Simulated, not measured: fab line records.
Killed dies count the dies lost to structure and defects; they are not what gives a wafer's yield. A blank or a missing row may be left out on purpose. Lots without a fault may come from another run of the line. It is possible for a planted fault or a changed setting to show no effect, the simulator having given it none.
fab line records    flow nand_harc
record lots=14  wafers=42  last_day=31
route steps=1302 shown A_M0@1162 A_M1@1178
lots with no fault: from the same line, run without faults
start_h: hours from the record's opening day to when the first of the lot's shown wafers began    wait_h: time in hours since the lot's previous step    " as in the row above    L1.1+2: a row that stands for several wafers    - value missing, or start not given    * or withheld: withheld    < > ~ a bound
route shown NAME@n: names a module that has steps shown in the file, with the first one's number in the route    usual: mean/standard deviation taken from wafers without a fault    same: alike in all rows    chamber/n: place in a boat    sites: readings site by site    _std_site: how widely they spread, as a standard deviation    _edge_site: inner sites' mean taken away from outer sites' mean    radius_mm: how far each site lies from the wafer's centre    mask NAME#n: copy n    behind: the tool/chamber that last shaped the wafer    hold: what put the lot on hold/how long, in hours/how the hold closed    device: transistor that didn't switch, given as n, p or np    end of line: the same wafers' tests at the end of the route    where a step has no rows: the recipe by itself    killed: dies that structure and defects cost at the first sort, which is not the same as the wafer's yield    map: a wafer's dies, marking killed ones x, the rest . and places with no die _
set.NAME: the run value of the setting; set.NAME@STEP: its run value at that earlier step    model.NAME: the simulator's own value behind a step, which no gauge read
the route's steps for a sample of lots (tables are steps, rows are wafers)
services: from which hour (start_h, from the record's first day; less than 0 if before it) a tool's chamber was out of use, for how many hours, and why
## steps
# step NHARC_A_M0_CMP_23
# recipe t_overpolish_s=20  target_thk_nm=113.75
# usual motor_current_A=11.5/1.2  slurry_filter_dp_kPa=13.52/0.13  time_to_endpoint_s=28.4/2.1
lot.wafer  tool    chamber  start_h  wait_h  motor_current_A  slurry_filter_dp_kPa  time_to_endpoint_s
L421.1     cmp-03  1        523.15   -       9.9              13.53                 28.4
L421.4     "       2        "        "       13.2             13.57                 30.0
L421.5     "       2        "        "       13.5             13.45                 25.6
L423.3     cmp-03  3        537.45   -       12.1             13.67                 29.6
L423.2     "       0        "        "       12.6             13.37                 30.8
L423.4     "       1        "        "       9.4              13.79                 27.4
L425.3     cmp-03  0        562.67   -       12.7             13.32                 29.8
L425.1     "       3        "        "       12.4             13.51                 29.5
L425.5     "       1        "        "       9.7              13.75                 29.5
L424.2     cmp-03  0        564.32   -       12.6             13.64                 29.9
L424.6     "       1        "        "       9.5              13.52                 32.8
L424.5     "       2        "        "       13.0             13.53                 28.0
L426.3     cmp-02  0        579.41   -       11.4             13.46                 27.4
L426.5     "       3        "        "       13.0             13.44                 26.8
L426.6     "       0        "        "       10.7             13.70                 28.8
L428.1     cmp-03  0        602.04   -       12.1             13.26                 32.7
L428.2     "       1        "        "       9.7              13.58                 30.9
L428.3     "       3        "        "       11.2             13.83                 31.2
L429.4     cmp-03  1        606.71   -       10.2             13.50                 31.9
L429.3     "       3        "        "       12.0             13.60                 28.7
L429.5     "       2        "        "       12.3             13.77                 28.8
L427.4     cmp-02  1        610.46   -       10.5             13.51                 27.5
L427.5     "       0        "        "       11.0             13.57                 26.7
L427.6     "       1        "        "       9.8              13.34                 24.8
L431.2     cmp-01  1        622.59   -       11.5             13.63                 27.1
L431.3     "       2        "        "       10.8             13.30                 26.9
L431.6     "       0        "        "       11.4             13.59                 26.4
L432.3     cmp-03  3        643.99   -       12.1             13.47                 26.4
L432.2     "       0        "        "       12.6             13.48                 30.5
L432.4     "       1        "        "       9.7              13.45                 30.4
L437.1     cmp-02  3        676.83   -       13.0             13.55                 29.5
L437.3     "       0        "        "       10.9             13.61                 29.6
L437.6     "       2        "        "       12.0             13.37                 24.2
L438.3     cmp-01  3        688.21   -       11.1             13.58                 26.5
L438.4     "       0        "        "       11.3             13.66                 26.0
L438.1     "       1        "        "       12.0             13.52                 26.3
L441.1     cmp-03  0        709.68   -       12.3             13.55                 29.7
L441.4     "       1        "        "       9.7              13.40                 28.4
L441.5     "       2        "        "       14.3             13.31                 27.1
L440.3     cmp-02  2        738.29   -       12.2             13.56                 20.4
L440.5     "       0        "        "       11.3             13.50                 26.3
L440.6     "       1        "        "       10.6             13.57                 24.7
# step NHARC_A_M0_DEP_32
# recipe target_thk_a=300  temp_c=370  target_thk_nm=30  pressure_torr=3  flow_sccm=200  rf_w=450  material=SiCN
# usual heater_power_w=558/100
lot.wafer  tool      chamber  start_h  wait_h  heater_power_w
L421.1     pecvd-03  2        523.86   0.1     598
L421.4     "         0        "        "       395
L421.5     "         2        "        "       607
L423.3     pecvd-03  2        538.08   0.1     632
L423.2     "         0        "        "       417
L423.4     "         0        "        "       414
L425.1     pecvd-03  0        563.28   0.1     467
L425.3     "         1        "        "       522
L425.5     "         0        "        "       488
L424.2     pecvd-01  2        564.90   0.1     423
L424.6     "         2        "        "       417
L424.5     "         0        "        "       725
L426.3     pecvd-02  2        580.00   0.1     584
L426.5     "         0        "        "       525
L426.6     "         1        "        "       622
L428.3     pecvd-01  0        603.44   0.1     706
L428.1     "         1        "        "       593
L428.2     "         2        "        "       371
L429.3     pecvd-02  0        607.41   0.1     444
L429.4     "         1        "        "       713
L429.5     "         2        "        "       620
L427.4     pecvd-03  2        611.18   0.2     558
L427.5     "         0        "        "       387
L427.6     "         1        "        "       508
L431.2     pecvd-03  1        623.20   0.1     610
L431.3     "         0        "        "       465
L431.6     "         2        "        "       600
L432.3     pecvd-03  1        644.64   0.1     544
L432.2     "         0        "        "       419
L432.4     "         1        "        "       541
L437.3     pecvd-02  2        677.39   0.1     549
L437.1     "         0        "        "       428
L437.6     "         0        "        "       423
L438.1     pecvd-01  2        688.84   0.1     449
L438.3     "         0        "        "       691
L438.4     "         1        "        "       591
L441.1     pecvd-03  2        710.33   0.1     638
L441.4     "         0        "        "       388
L441.5     "         1        "        "       614
L440.3     pecvd-02  1        738.94   0.1     641
L440.6     "         2        "        "       625
L440.5     "         1        "        "       680
# step NHARC_A_M1_DEVELOP_08
# recipe develop_time_s=35  dev_temp_c=23
# usual chill_plate_temp_C=22.97/0.097  develop_time_s=35/0
lot.wafer  tool            chamber  start_h  wait_h  chill_plate_temp_C  develop_time_s
L421.1     litho_track-01  0        524      -       22.92               35
L421.4     "               0        "        "       22.97               35
L421.5     "               0        "        "       23.04               35
L423.2     litho_track-01  0        539      -       22.81               35
L423.3     "               0        "        "       22.98               35
L423.4     "               0        "        "       23.10               35
L425.1     litho_track-04  0        564      -       22.91               35
L425.3     "               0        "        "       22.98               35
L425.5     "               0        "        "       23.06               35
L424.2     litho_track-04  0        566      -       22.87               35
L424.5     "               0        "        "       22.95               35
L424.6     "               0        "        "       22.93               35
L426.3     litho_track-06  0        581      -       22.91               35
L426.5     "               0        "        "       22.92               35
L426.6     "               0        "        "       23.07               35
L428.1     litho_track-06  0        604      -       22.94               35
L428.2     "               0        "        "       22.96               35
L428.3     "               0        "        "       22.95               35
L429.3     litho_track-04  0        608      -       22.97               35
L429.4     "               0        "        "       23.10               35
L429.5     "               0        "        "       22.95               35
L427.4     litho_track-01  0        612      -       22.71               35
L427.5     "               0        "        "       22.72               35
L427.6     "               0        "        "       22.84               35
L431.2     litho_track-06  0        624      -       23.18               35
L431.3     "               0        "        "       23.04               35
L431.6     "               0        "        "       22.92               35
L432.2     litho_track-04  0        645      -       23.05               35
L432.3     "               0        "        "       22.83               35
L432.4     "               0        "        "       23.05               35
L437.1     litho_track-01  0        678      -       22.91               35
L437.3     "               0        "        "       22.92               35
L437.6     "               0        "        "       23.07               35
L438.1     litho_track-01  0        689      -       23.16               35
L438.3     "               0        "        "       23.09               35
L438.4     "               0        "        "       23.00               35
L441.1     litho_track-01  -        711      -       -                   -
L441.4     "               -        "        "       -                   -
L441.5     "               -        "        "       -                   -
L440.3     litho_track-06  -        739      -       -                   -
L440.5     "               -        "        "       -                   -
L440.6     "               -        "        "       -                   -
# step NHARC_A_M1_DESCUM_14
# recipe time_s=3  o2_flow_sccm=200  ar_flow_sccm=0  bias_power_w=0  chemistry=O2
# usual drypump_motor_current_A=5.9/0.38  oes_product_au=0.999/0.0085  rf_vpp_V=57.8/0.92  showerhead_plenum_p_Torr=1.91/0.074  throttle_valve_pct=11.311/0.0091
# same time_s=3
lot.wafer  tool         chamber  start_h  wait_h  drypump_motor_current_A  oes_product_au  rf_hours_counter_h  rf_vpp_V  showerhead_plenum_p_Torr  throttle_valve_pct
L421.4     rie_diel-12  2        525.19   0.1     5.7                      1.003           2.2                 58.0      1.96                      11.311
L421.1     "            0        "        "       6.2                      0.990           1.9                 59.2      2.02                      11.311
L421.5     "            2        "        "       5.7                      0.999           -                   58.8      1.96                      11.312
L423.4     rie_diel-03  3        539.38   0.1     5.7                      1.013           3.3                 57.4      1.79                      11.320
L423.3     "            0        "        "       5.3                      1.005           3.3                 57.5      1.86                      11.297
L423.2     "            1        "        "       5.8                      1.001           3.3                 58.3      1.93                      11.310
L425.3     rie_diel-03  0        564.73   0.1     5.4                      1.002           4.8                 57.6      1.86                      11.310
L425.1     "            2        "        "       6.3                      0.993           4.2                 57.5      1.91                      11.305
L425.5     "            3        "        "       5.7                      0.994           -                   56.4      1.79                      11.305
L424.2     rie_diel-03  3        566.30   0.1     5.7                      0.998           4.8                 57.5      1.79                      11.303
L424.6     "            1        "        "       5.8                      0.984           -                   58.7      1.93                      11.321
L424.5     "            2        "        "       6.3                      0.990           -                   56.4      1.91                      11.295
L426.3     rie_diel-09  1        581.44   0.1     6.2                      1.004           6.4                 56.9      1.96                      11.319
L426.6     "            2        "        "       6.1                      0.998           -                   57.6      1.94                      11.318
L426.5     "            3        "        "       6.3                      1.011           -                   57.7      1.85                      11.308
L428.3     rie_diel-09  0        604.87   0.1     6.4                      1.000           6.4                 56.8      1.82                      11.314
L428.1     "            1        "        "       6.2                      0.998           6.8                 57.1      1.96                      11.293
L428.2     "            2        "        "       6.1                      0.993           6.7                 59.1      1.94                      11.314
L429.4     rie_diel-12  2        608.74   0.1     5.7                      0.987           4.5                 57.6      1.96                      11.306
L429.3     "            0        "        "       6.2                      0.994           3.7                 59.8      2.02                      11.309
L429.5     "            2        "        "       5.7                      1.006           -                   58.6      1.96                      11.320
L427.4     rie_diel-03  1        612.48   0.1     5.8                      1.000           7.3                 58.8      1.93                      11.300
L427.6     "            0        "        "       5.3                      1.012           -                   56.7      1.86                      11.320
L427.5     "            1        "        "       5.8                      0.987           -                   59.0      1.93                      11.321
L431.2     rie_diel-03  2        624.54   0.1     6.3                      1.001           7.6                 56.3      1.91                      11.315
L431.3     "            3        "        "       5.7                      0.998           7.9                 56.7      1.79                      11.315
L431.6     "            2        "        "       6.3                      0.991           -                   58.5      1.91                      11.317
L432.4     rie_diel-03  2        645.99   0.1     6.3                      1.000           0.0                 57.5      1.91                      11.310
L432.3     "            3        "        "       5.7                      1.010           0.0                 56.9      1.79                      11.301
L432.2     "            0        "        "       5.3                      0.998           0.0                 59.2      1.86                      11.314
L437.1     rie_diel-12  0        678.68   0.1     6.2                      0.996           0.9                 57.7      2.01                      11.302
L437.3     "            1        "        "       6.3                      0.999           1.1                 58.3      2.05                      11.323
L437.6     "            3        "        "       5.3                      0.995           -                   56.9      1.88                      11.335
L438.4     rie_diel-03  1        690.24   0.1     5.8                      0.992           2.1                 57.6      1.93                      11.310
L438.1     "            2        "        "       6.3                      1.020           2.3                 57.6      1.90                      11.314
L438.3     "            0        "        "       5.3                      1.012           2.1                 58.2      1.86                      11.314
L441.4     rie_diel-09  3        711.81   0.1     6.3                      1.002           2.7                 58.0      1.84                      11.323
L441.1     "            1        "        "       6.2                      0.989           2.6                 58.7      1.96                      11.301
L441.5     "            0        "        "       6.3                      0.993           -                   58.4      1.82                      11.304
L440.3     rie_diel-03  2        740.18   0.1     6.3                      1.007           5.3                 57.6      1.90                      11.317
L440.5     "            1        "        "       5.8                      1.005           -                   57.6      1.93                      11.316
L440.6     "            2        "        "       6.3                      1.016           -                   57.3      1.90                      11.313
## services
tool            chamber  start_h  hours  kind
rie_diel-03     2        503.65   16.3   repair
litho_track-01  -        505.00   7.0    pm
pecvd-02        0        510.27   3.6    repair
pecvd-03        -        510.30   13.2   repair
cmp-02          -        512.13   1.2    repair
cmp-02          -        526.67   4.0    pm
litho_track-06  -        529.00   7.0    pm
pecvd-03        -        547.56   13.0   pm
litho_track-04  -        553.00   7.0    pm
cmp-03          -        554.24   4.0    pm
pecvd-02        1        559.37   4.9    repair
pecvd-02        -        572.78   1.7    repair
rie_diel-03     0        586.87   1.5    repair
cmp-03          -        591.50   5.3    repair
pecvd-03        2        598.88   3.7    repair
rie_diel-03     0        626.34   4.5    repair
rie_diel-03     -        635.30   9.0    pm
cmp-03          -        652.24   4.0    pm
cmp-03          -        674.03   2.3    repair
litho_track-01  -        680.00   7.0    pm
rie_diel-03     2        684.99   1.5    repair
rie_diel-03     -        697.52   0.7    repair
cmp-03          -        718.48   7.0    repair
pecvd-03        -        728.81   13.0   pm
## key
first_sign step=NHARC_A_M1_DEVELOP_08  reading=tool_record  direction=missing
effect none on later readings
met_at NHARC_A_M1_DEVELOP_08
struck_lots L440,L441
later_rows_left_out L440.3,L440.5,L440.6,L441.1,L441.4,L441.5
sort_left_out L440.3,L440.5,L440.6,L441.1,L441.4,L441.5
not_acting_at NHARC_A_M0_CMP_23,NHARC_A_M0_DEP_32,NHARC_A_M1_DESCUM_14
onset_between 689 711
fault kind=skipped_step_whole  tool=litho_track-01,litho_track-06  chamber=-  onset_h=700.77  steps=NHARC_A_M1_DEVELOP_08  scope=struck_lots_only
# sort_left_out: the simulated sort isn't trusted on such a fault, so these wafers' sort isn't shown, and their yield isn't known
# later_rows_left_out: the simulator's readings of these wafers behind a module that went badly wrong aren't trusted and aren't shown, but for the sort
